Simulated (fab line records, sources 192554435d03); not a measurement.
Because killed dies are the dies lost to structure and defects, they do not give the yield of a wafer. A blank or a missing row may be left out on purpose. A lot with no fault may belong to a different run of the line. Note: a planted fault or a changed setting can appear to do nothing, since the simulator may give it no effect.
Which tool was responsible? | flow n5Finfet | 26 wafers from 9 lots sampled at 5 of the route's 1938 steps

## WHAT THE GAUGES READ, wafer by wafer
N5_BEOL_M3_CD_MEAS_35: target cd 18 nm, target cd y 21 nm.
lot  | measured     | on       | cdNm (nm)
L759 | day 9 18:38  | cdSem-03 | 18.0 17.5 18.4
L758 | day 10 02:52 | cdSem-03 | 17.7 18.0 18.5
L760 | day 10 10:05 | cdSem-03 | 17.7 17.6 17.4
L761 | day 10 11:29 | cdSem-02 | 18.3 18.7 18.0
L767 | day 11 10:39 | cdSem-01 | 17.9 17.7
L764 | day 11 15:22 | cdSem-03 | 18.8 18.0 17.5
L765 | day 11 18:38 | cdSem-01 | 18.0 18.3 17.7
L768 | day 12 14:41 | cdSem-02 | 17.9 17.8 17.9
L773 | day 14 02:30 | cdSem-01 | 18.4 18.1 18.5

N5_BEOL_M4_RC_MEAS_101.
lot  | measured     | on        | COMB_M3 (S/m)             | COMB_M3_max_site (S/m)    | DIBL_N (mV/V)  | DIBL_P (mV/V)  | IOFF_N (nA/um) | IOFF_P (nA/um) | ION_N (uA/um) | ION_P (uA/um) | SERP_M3 (ohm/um) | SERP_M3_max_site (ohm/um) | SS_N (mV/dec)  | SS_P (mV/dec)  | VT_N (mV)   | VT_P (mV)
L759 | day 10 14:47 | prober-01 | 5.8e-11 6.9e-11 4.6e-11   | 1.12e-10 1.02e-10 6.6e-11 | 36.0 35.7 35.4 | 36.5 35.2 34.8 | 0.19 0.16 0.15 | 0.24 0.21 0.20 | 684 659 659   | 467 457 457   | 188 203 182      | 192 213 190               | 72.3 72.1 71.8 | 73.6 73.2 72.9 | 247 252 250 | -248 -250 -248
L758 | day 10 19:06 | prober-02 | 5.9e-11 5e-11 6.4e-11     | 9.2e-11 6e-11 7.2e-11     | 39.0 38.3 37.9 | 39.6 36.4 38.0 | 0.23 0.20 0.19 | 0.31 0.22 0.25 | 690 682 688   | 478 459 473   | 202 201 180      | 212 207 191               | 72.3 71.7 71.8 | 73.2 72.7 73.6 | 242 248 246 | -245 -250 -247
L760 | day 11 02:55 | prober-01 | 3.9e-11 4.4e-11 3.9e-11   | 6.3e-11 7.4e-11 6.4e-11   | 35.7 35.9 39.1 | 34.8 34.8 37.4 | 0.14 0.14 0.20 | 0.19 0.19 0.22 | 659 673 669   | 456 462 454   | 214 193 213      | 223 201 218               | 70.9 70.7 72.3 | 72.4 73.1 73.4 | 254 251 249 | -251 -251 -250
L761 | day 11 05:40 | prober-01 | 4.9e-11 4.5e-11 5.2e-11   | 6.7e-11 5.8e-11 7e-11     | 37.2 37.3 34.9 | 36.3 36.5 34.8 | 0.16 0.17 0.13 | 0.21 0.23 0.19 | 664 686 672   | 460 469 464   | 206 177 178      | 219 184 186               | 71.0 71.1 70.8 | 73.0 73.7 72.8 | 251 248 252 | -248 -248 -250
L767 | day 13 04:44 | prober-02 | 8.19e-10 5.36e-10         | 1.25e-09 9.11e-10         | 36.2 34.2      | 35.5 32.5      | 0.13 0.11      | 0.18 0.14      | 676 673       | 461 456       | 145 134          | 148 140                   | 71.8 71.4      | 73.3 72.3      | 253 254     | -256 -257
L764 | day 12 23:21 | prober-01 | 7.7e-11 6.6e-11 1.079e-09 | 9.8e-11 9.3e-11 1.457e-09 | 39.0 34.7 41.0 | 37.3 34.8 40.3 | 0.23 0.14 0.31 | 0.27 0.23 0.33 | 668 682 682   | 461 480 470   | 194 193 153      | 205 195 156               | 73.2 70.9 72.9 | 73.8 73.4 75.1 | 247 251 242 | -244 -248 -243
L765 | day 13 03:48 | prober-01 | 6.1e-11 4.7e-11 3.9e-11   | 7.2e-11 6.5e-11 5e-11     | 36.7 36.0 33.4 | 37.7 37.0 34.2 | 0.18 0.17 0.13 | 0.24 0.23 0.19 | 675 665 660   | 467 461 458   | 199 180 200      | 213 189 207               | 72.2 72.5 71.2 | 73.5 73.2 72.3 | 247 248 250 | -246 -248 -249
L768 | day 14 01:32 | prober-01 | 5.4e-11 7.02e-10 3.4e-11  | 6.8e-11 8.13e-10 4e-11    | 41.5 37.3 36.6 | 43.1 37.8 36.4 | 0.26 0.15 0.14 | 0.28 0.19 0.17 | 693 673 672   | 473 458 455   | 206 154 197      | 218 162 212               | 73.3 71.5 71.4 | 75.2 74.0 73.0 | 244 253 254 | -251 -255 -256
L773 | day 14 21:04 | prober-01 | 6.7e-11 5.8e-11 4.6e-11   | 7.7e-11 8.8e-11 7.4e-11   | 36.3 36.0 35.1 | 35.6 34.3 33.1 | 0.14 0.12 0.12 | 0.21 0.19 0.18 | 661 661 654   | 463 462 457   | 167 198 165      | 176 206 178               | 71.8 70.5 70.5 | 72.3 72.2 72.3 | 252 254 254 | -248 -251 -250

## EACH LOT AND THE TOOL THAT RAN IT (in order: tool; ch and the chambers of the sampled wafers; start)
lot  | N5_BEOL_M3_PRE_CLEAN_45     | N5_BEOL_M3_ALD_84                  | N5_BEOL_M3_SPUTTER_81
L759 | pvdSputter-01, day 9 19:17  | aldMetal-01 ch 0,3, day 9 19:22    | pvdSputter-01, day 9 20:38
L758 | pvdSputter-03, day 10 03:23 | aldMetal-01 ch 1,2,3, day 10 03:26 | pvdSputter-01, day 10 04:43
L760 | pvdSputter-01, day 10 11:15 | aldMetal-01 ch 0,1,3, day 10 11:19 | pvdSputter-03, day 10 12:16
L761 | pvdSputter-01, day 10 11:49 | aldMetal-01 ch 2,3, day 10 11:54   | pvdSputter-02, day 10 14:08
L767 | pvdSputter-01, day 11 11:20 | aldMetal-01 ch 1,3, day 11 11:27   | pvdSputter-02, day 11 12:44
L764 | pvdSputter-02, day 11 16:04 | aldMetal-01 ch 0,1, day 11 16:08   | pvdSputter-01, day 11 17:18
L765 | pvdSputter-01, day 11 18:50 | aldMetal-04 ch 1,2,3, day 11 19:03 | pvdSputter-03, day 11 20:02
L768 | pvdSputter-01, day 12 14:55 | aldMetal-01 ch 0,1,2, day 12 14:59 | pvdSputter-01, day 12 15:55
L773 | pvdSputter-03, day 14 02:59 | aldMetal-04 ch 1,2, day 14 03:02   | pvdSputter-02, day 14 04:07
- N5_BEOL_M3_PRE_CLEAN_45: time 30 s.
- N5_BEOL_M3_ALD_84: deposits TaN, pulse time 2 s, purge time 3 s, co reactant purge time 2 s.
- N5_BEOL_M3_SPUTTER_81: material Cu, target thk 4.5 nm, time 8.29 s.

## WHAT THE TOOLS THEMSELVES READ (means of the sampled wafers that have a number; where no wafer has one, the mark that the record gives instead)
N5_BEOL_M3_PRE_CLEAN_45.
lot  | tool          | heaterPowerW (W)
L759 | pvdSputter-01 | 337
L758 | pvdSputter-03 | 339
L760 | pvdSputter-01 | 330
L761 | pvdSputter-01 | 350
L767 | pvdSputter-01 | 349
L764 | pvdSputter-02 | 358
L765 | pvdSputter-01 | 335
L768 | pvdSputter-01 | 335
L773 | pvdSputter-03 | 341

N5_BEOL_M3_ALD_84.
lot  | tool        | heaterPowerW (W)
L759 | aldMetal-01 | 414
L758 | aldMetal-01 | 387
L760 | aldMetal-01 | 413
L761 | aldMetal-01 | 383
L767 | aldMetal-01 | 379
L764 | aldMetal-01 | 444
L765 | aldMetal-04 | 390
L768 | aldMetal-01 | 428
L773 | aldMetal-04 | 414

N5_BEOL_M3_SPUTTER_81.
lot  | tool          | chamberPressurePa (Pa) | throttleValvePct (%)
L759 | pvdSputter-01 | 0.07                   | 29.7
L758 | pvdSputter-01 | 0.07                   | 29.4
L760 | pvdSputter-03 | 0.07                   | 30.0
L761 | pvdSputter-02 | 0.07                   | 29.4
L767 | pvdSputter-02 | 0.07                   | 27.5
L764 | pvdSputter-01 | 0.07                   | 29.2
L765 | pvdSputter-03 | 0.07                   | 29.9
L768 | pvdSputter-01 | 0.07                   | 29.2
L773 | pvdSputter-02 | 0.07                   | 29.8

## THE ANSWER, worked out from the rows above alone
Rule: the lots themselves supply what counts as usual. Put in order of their means at a reading, lots are off if they are a third of the lots or fewer, leave a main group of 4 or more, and stand apart from it by a gap of 3 or more times the standard deviation of the main group's means; of several such gaps the widest counts. A main group whose means are all the same, to the digits that the tables above print for the reading, isn't used. Also off: a lot with no number at a reading for which 4 or more lots have one. All remaining lots with rows at the step are treated as sound. The gauges are gone through in route order, then the tools' own readings, and for those a lot's mean is taken as printed above. At the first step where some lot is off, the reading lying furthest off is the one used; lots without a number count as furthest.
Off: at N5_BEOL_M4_RC_MEAS_101 (COMB_M3), L767, L764, L768. The main group: mean 5.2e-11 S/m, standard deviation 6.3e-12.
If a tool, at a process step before that reading, ran all the lots that are off and no sound lot after the first of them, it fits. Those tools and the gauges at N5_BEOL_M4_RC_MEAS_101 are tried in the same way. One fits: N5_BEOL_M3_ALD_84 on aldMetal-01. A fault onset in the window from L761 (day 10 11:54, its last sound lot) to L767 (day 11 11:27, its first lot off) fits.

## WHAT WAS PUT IN BY THE SIMULATOR
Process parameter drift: aldMetal-01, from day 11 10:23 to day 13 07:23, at N5_BEOL_M3_ALD_84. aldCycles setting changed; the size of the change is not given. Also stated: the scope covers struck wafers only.
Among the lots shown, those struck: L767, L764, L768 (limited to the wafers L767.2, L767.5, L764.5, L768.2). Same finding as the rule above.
